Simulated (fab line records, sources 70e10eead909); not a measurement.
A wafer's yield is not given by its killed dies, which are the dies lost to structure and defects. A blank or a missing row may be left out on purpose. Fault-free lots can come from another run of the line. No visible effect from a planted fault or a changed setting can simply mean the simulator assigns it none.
Matching of chambers    flow nand harc    rie diel-08 running NHARC_P_BONDPAD_STRIP_15: 4 sister chambers
The step strips in O2. 4 wafers are shown with their chamber, then 8 later ones without.

## WAFERS, EACH WITH ITS CHAMBER
wafer   chamber  showerhead plenum p Torr (Torr)
L421.3  2        3.58
L424.2  3        3.38
L424.4  0        3.63
L433.3  1        3.43

## WAFERS WHOSE CHAMBER IS MISSING
wafer   showerhead plenum p Torr (Torr)
L433.4  3.38
L433.5  3.38
L434.1  3.38
L434.2  3.63
L434.4  3.58
L436.2  3.42
L436.5  3.42
L436.6  3.63

## EACH ONE'S CHAMBER
wafer   from the rows above  in truth
L433.4  3                    3
L433.5  3                    3
L434.1  3                    3
L434.2  0                    0
L434.4  2                    2
L436.2  1                    1
L436.5  1                    1
L436.6  0                    0
Correctly placed: 8 of 8. Number that these rows cannot place: 0. Number placed wrongly: 0.
How it was worked out, from the rows above alone: a wafer's distance from a chamber is the root of the sum, over the readings, of the square of ((its reading less the chamber's mean) divided by the reading's scatter). If the next closest chamber is less than 2 further off than the closest, the wafer can't be placed; otherwise it belongs to the closest. For every chamber, the mean is computed from those of its wafers that are shown. The scatter (one wafer shown for each chamber): square how far every hidden wafer sits from the nearest shown wafer, average those squares and take the square root.
